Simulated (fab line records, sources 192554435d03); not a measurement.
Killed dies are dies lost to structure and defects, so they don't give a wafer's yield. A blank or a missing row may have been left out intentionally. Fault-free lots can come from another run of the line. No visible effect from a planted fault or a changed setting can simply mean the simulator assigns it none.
Comparing a struck lot with a sound one ; flow n5Finfet ; 15 steps out of a route of 1938
Sound: the wafers L824.1, L824.3, L824.5. Struck: wafer L831.2 (left out: L831.5, a lot-mate that was not struck); the cause follows at the end.
At each step with rows: each side's tool, then ch and its chambers, then its first start. Under that, the readings that differ: sound wafers ; struck wafers ; difference of the means ; sigmas: that difference in standard deviations of wafers without a fault.
alike: words and numbers the same on both sides, and readings whose means are apart by under 2 such deviations; not compared: readings that were withheld, readings missing a value for some wafer, numbers with overlapping values and no deviation given by the record, and bounds like >300 which may hide the same value.
A row with sigmas, a row that says differs or no value, or rows on one side alone: a step with any of these is where the two part. Numbers that have no deviation but don't overlap get no sigmas and don't part them. A reading that every wafer of one side lacks parts them only if that side has two wafers or more.

first, 2 steps without rows for these wafers: N5_BEOL_M3_PEB_09 (peb time 60 s); N5_BEOL_M3_DEVELOP_10 (develop time 30 s).
N5_BEOL_M3_CD_MEAS_11 targets a cd of 17.05 nm.
  sound on cdSem-01 ch 0, day 7 00:04; struck on cdSem-03 ch 0, day 8 20:33
  alike: cdNm
N5_BEOL_M3_OVL_MEAS_12:
  sound on overlay-02 ch 0, day 7 00:05; struck on overlay-01 ch 0, day 8 20:35
  alike: M3_OVL
N5_BEOL_M3_INSPECT_13: inspects for defects (brightfield).
  sound on defectInspect-01 at day 7 00:09; struck on defectInspect-01 at day 8 20:38
reading;sound;struck;difference;sigmas
rawDefectCount;394 438 510;241;-206;-3
N5_BEOL_M3_DESCUM_16: chemistry O2, time 7 s.
  sound on rieDiel-02 ch 0,2,3, day 7 00:11; struck on rieDiel-02 ch 0, day 8 20:40
  alike: biasPowerW, drypumpMotorCurrentA, oesProductAu, rfVppV, showerheadPlenumPTorr, throttleValvePct
  not compared: rfHoursCounterH
N5_BEOL_M3_ETCH_74: etches underlayer in N2/H2, target depth 6.5 nm, time 5.2 s.
  sound on rieDiel-02 ch 0,2,3, day 7 00:13; struck on rieDiel-02 ch 0, day 8 20:42
  alike: drypumpMotorCurrentA, etchRfOnTimeS, oesProductAu, rfVppV, showerheadPlenumPTorr, throttleValvePct
  not compared: rfHoursCounterH
N5_BEOL_M3_ETCH_63: etches SiARC in CF4, target depth 15.6 nm, time 26 s.
  sound on rieDiel-02 ch 0,2,3, day 7 00:14; struck on rieDiel-02 ch 0, day 8 20:43
  alike: drypumpMotorCurrentA, etchRfOnTimeS, oesProductAu, rfVppV, showerheadPlenumPTorr, throttleValvePct
  not compared: rfHoursCounterH
N5_BEOL_M3_ETCH_64: etches SOC in N2/H2, target depth 75 nm, overetch 15 nm, time 112.5 s.
  sound on rieDiel-02 ch 0,2,3, day 7 00:16; struck on rieDiel-02 ch 0, day 8 20:45
  alike: drypumpMotorCurrentA, oesProductAu, rfVppV, showerheadPlenumPTorr, throttleValvePct
  not compared: rfHoursCounterH
then, 2 steps without rows for these wafers: N5_BEOL_M3_STRIP_65 (strips in N2/H2); N5_BEOL_M3_STRIP_75 (strips in N2/H2).
N5_BEOL_M3_STRIP_66: strips in CF4.
  sound on rieDiel-02 ch 0,2,3, day 7 00:23; struck on rieDiel-02 ch 0, day 8 20:53
  alike: biasPowerW, drypumpMotorCurrentA, oesProductAu, rfVppV, showerheadPlenumPTorr, throttleValvePct
  not compared: rfHoursCounterH
N5_BEOL_M3_HM_OPEN_17: chemistry Cl2/BCl3, target TiN, target depth 20 nm, overetch 6 nm.
  sound on rieMetal-01 ch 0,1, day 7 00:26; struck on rieMetal-02 ch 1, day 8 20:55
reading;sound;struck;difference;sigmas
drypumpMotorCurrentA (A);5.56 5.86 5.60;5.28;-0.39;-2
model.SOC_of_BEOL_M3_COAT_61.thkNm (nm);52.4 52.2 52.6;49;-3;
  alike: oesProductAu, throttleValvePct
  not compared: rfHoursCounterH
then, 1 step without rows for these wafers: N5_BEOL_M3_STRIP_19 (strips in O2).
N5_BEOL_M4_RC_MEAS_101:
  sound on prober-02 ch 0, day 7 16:39; struck on prober-01 ch 0, day 10 00:12
  alike: DIBL_N, DIBL_P, IOFF_N, IOFF_P, ION_N, ION_P, SS_N, SS_P, VT_N, VT_P

== WHERE THEY PART ==
Last at N5_BEOL_M3_HM_OPEN_17 as far as this record goes, first at N5_BEOL_M3_INSPECT_13. Later steps at which nothing parts them and some readings are alike: N5_BEOL_M4_RC_MEAS_101.

WHY: the cause the simulator had injected
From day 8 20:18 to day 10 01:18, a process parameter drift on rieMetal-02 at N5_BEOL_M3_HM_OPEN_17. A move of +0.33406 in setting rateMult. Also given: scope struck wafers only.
